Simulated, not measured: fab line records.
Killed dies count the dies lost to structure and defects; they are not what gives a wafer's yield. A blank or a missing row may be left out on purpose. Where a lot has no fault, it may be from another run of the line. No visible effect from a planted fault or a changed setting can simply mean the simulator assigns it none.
Which tool is to blame?	flow nand_harc	24 lots with 72 wafers sampled at 3 steps, on a route of 1159 steps

## WHAT EACH GAUGE READ, for each wafer
NHARC_A_SGD_CUT_CD_MEAS_09 targets a cd of 100 nm.
lot	measured	on	cd_nm (nm)
L074	day 14 02:40	cd_sem-01	100.2 100.4 100.0
L075	day 14 10:40	cd_sem-01	99.4 99.2 99.0
L076	day 14 12:03	cd_sem-01	99.2 99.7 99.8
L077	day 14 18:34	cd_sem-03	99.7 100.0 99.9
L079	day 14 18:49	cd_sem-03	99.9 100.2 99.4
L078	day 14 19:38	cd_sem-02	100.2 100.4 100.9
L082	day 15 14:20	cd_sem-02	100.3 100.4 100.8
L081	day 15 15:05	cd_sem-02	99.4 99.5 99.0
L080	day 15 21:16	cd_sem-02	99.0 99.9 99.4
L083	day 16 02:09	cd_sem-01	99.3 99.7 99.6
L084	day 16 02:28	cd_sem-02	99.3 100.2 99.6
L085	day 17 00:20	cd_sem-03	100.0 100.3 99.2
L088	day 17 04:38	cd_sem-02	99.8 100.4 100.5
L087	day 17 05:17	cd_sem-03	99.8 99.8 100.0
L089	day 17 10:13	cd_sem-01	100.0 99.5 99.9
L086	day 17 10:47	cd_sem-02	100.0 100.0 100.0
L091	day 18 03:16	cd_sem-01	100.0 100.0 99.3
L093	day 18 03:07	cd_sem-02	99.0 99.1 99.4
L092	day 18 03:34	cd_sem-02	100.0 99.1 99.0
L090	day 18 04:32	cd_sem-02	101.1 100.6 99.8
L095	day 19 15:41	cd_sem-02	100.2 100.9 99.6
L094	day 19 15:58	cd_sem-01	100.0 100.0 100.5
L096	day 19 16:08	cd_sem-01	98.9 99.0 98.6
L097	day 19 17:22	cd_sem-03	100.7 100.1 100.5

## TOOL THAT RAN EACH LOT (tool first, then ch and the chambers of the sampled wafers, then the start)
lot	NHARC_A_STAIRCASE_CMP_152	NHARC_A_STAIRCASE_DEP_471
L074	cmp-04 ch 0,3, day 14 00:17	pecvd-01 ch 0,2, day 14 01:25
L075	cmp-04 ch 0,1,3, day 14 08:14	pecvd-03 ch 0,1, day 14 09:25
L076	cmp-04 ch 0,1,3, day 14 08:47	pecvd-01 ch 0,1,2, day 14 10:43
L077	cmp-01 ch 1,2, day 14 15:50	pecvd-01 ch 0,2, day 14 17:08
L079	cmp-01 ch 0,1,3, day 14 16:00	pecvd-03 ch 1,2, day 14 17:19
L078	cmp-01 ch 0,3, day 14 16:44	pecvd-03 ch 0,1, day 14 17:59
L082	cmp-01 ch 1,2,3, day 15 11:46	pecvd-04 ch 0,2, day 15 12:56
L081	cmp-02 ch 0,1,2, day 15 12:28	pecvd-01 ch 1,2, day 15 13:42
L080	cmp-02 ch 0,1, day 15 18:53	pecvd-03 ch 0,1,2, day 15 20:01
L083	cmp-02 ch 0,2, day 15 23:47	pecvd-04 ch 0,2, day 16 00:54
L084	cmp-04 ch 0,2,3, day 15 23:59	pecvd-03 ch 0,1,2, day 16 01:07
L085	cmp-01 ch 0,1, day 16 21:14	pecvd-01 ch 0,1,2, day 16 22:25
L088	cmp-01 ch 0,3, day 17 01:43	pecvd-03 ch 0,1, day 17 03:16
L087	cmp-04 ch 0,1, day 17 02:48	pecvd-03 ch 0,2, day 17 03:53
L089	cmp-01 ch 0,1,2, day 17 07:40	pecvd-01 ch 1,2, day 17 08:48
L086	cmp-02 ch 0,3, day 17 08:11	pecvd-01 ch 0,1,2, day 17 09:21
L091	cmp-01 ch 0,1,2, day 18 00:34	pecvd-03 ch 0,1,2, day 18 01:45
L093	cmp-02 ch 1,2,3, day 18 00:36	pecvd-01 ch 0,1,2, day 18 01:47
L092	cmp-04 ch 2,3, day 18 00:59	pecvd-01 ch 0,1,2, day 18 02:07
L090	cmp-04 ch 0,1,3, day 18 02:01	pecvd-04 ch 0,2, day 18 03:05
L095	cmp-04 ch 0,1,2, day 19 13:07	pecvd-04 ch 0,1,2, day 19 14:19
L094	cmp-02 ch 1,2,3, day 19 13:21	pecvd-01 ch 0,2, day 19 14:31
L096	cmp-01 ch 0,1,2, day 19 13:25	pecvd-03 ch 0,2, day 19 14:37
L097	cmp-04 ch 0,1,3, day 19 14:44	pecvd-03 ch 0,1, day 19 15:54
- NHARC_A_STAIRCASE_CMP_152: polishes.
- NHARC_A_STAIRCASE_DEP_471: deposits SiO2, target thk 100 nm.

## AS READ BY THE TOOLS THEMSELVES (means over the sampled wafers that have a number; for cases with no such wafer, the mark the record gives instead)
NHARC_A_STAIRCASE_CMP_152.
lot	tool	motor_current_A (A)
L074	cmp-04	11.7
L075	cmp-04	12.1
L076	cmp-04	12.2
L077	cmp-01	11.9
L079	cmp-01	12.6
L078	cmp-01	12.5
L082	cmp-01	11.3
L081	cmp-02	13.1
L080	cmp-02	13.5
L083	cmp-02	12.1
L084	cmp-04	11.7
L085	cmp-01	13.9
L088	cmp-01	13.5
L087	cmp-04	12.5
L089	cmp-01	13.2
L086	cmp-02	12.2
L091	cmp-01	12.8
L093	cmp-02	12.9
L092	cmp-04	10.7
L090	cmp-04	12.4
L095	cmp-04	11.7
L094	cmp-02	13.3
L096	cmp-01	12.6
L097	cmp-04	12.3

NHARC_A_STAIRCASE_DEP_471.
lot	tool	chamber_pressure_Torr (Torr)	flow_sccm (sccm)	heater_power_w (W)	throttle_valve_pct (%)
L074	pecvd-01	6.480	2650	507	16.5
L075	pecvd-03	6.518	2654	537	15.6
L076	pecvd-01	6.493	2651	538	16.4
L077	pecvd-01	6.497	2663	504	16.5
L079	pecvd-03	6.489	2651	639	15.9
L078	pecvd-03	6.511	2649	468	15.7
L082	pecvd-04	6.502	2643	553	16.1
L081	pecvd-01	6.498	2649	585	16.2
L080	pecvd-03	6.508	2650	562	15.8
L083	pecvd-04	6.495	2645	583	16.1
L084	pecvd-03	6.501	2656	573	15.9
L085	pecvd-01	6.496	2652	556	16.4
L088	pecvd-03	6.487	2659	570	16.0
L087	pecvd-03	6.496	2646	647	15.8
L089	pecvd-01	6.503	2646	552	16.2
L086	pecvd-01	6.509	2642	496	16.4
L091	pecvd-03	6.483	2653	543	16.0
L093	pecvd-01	6.503	2658	521	16.5
L092	pecvd-01	6.515	2648	539	16.5
L090	pecvd-04	6.502	2653	578	16.0
L095	pecvd-04	6.494	2648	599	15.8
L094	pecvd-01	6.505	2657	533	16.1
L096	pecvd-03	6.511	2647	558	15.9
L097	pecvd-03	6.495	2662	511	16.1

## THE ANSWER, worked out from the rows above alone
Rule: what is usual is taken from the lots themselves. Put in order of their means at a reading, lots are off if they are a third of the lots or fewer, leave a main group of 4 or more, and stand apart from it by a gap of 3 or more times the standard deviation of the main group's means; of several such gaps the widest counts. Not used: any main group whose means are identical at the precision the tables above print for the reading. Also off: a lot with no number at a reading for which 4 or more lots have one. All remaining lots with rows at the step are treated as sound. Order of review: gauges by route order, followed by the tools' own readings, for which a lot's mean as printed above is used. At the first step where some lot is off, the reading lying furthest off is the one used; lots without a number count as furthest.
None of the lots is off at any reading shown; this tells nothing.

## WHAT THE SIMULATOR PUT IN
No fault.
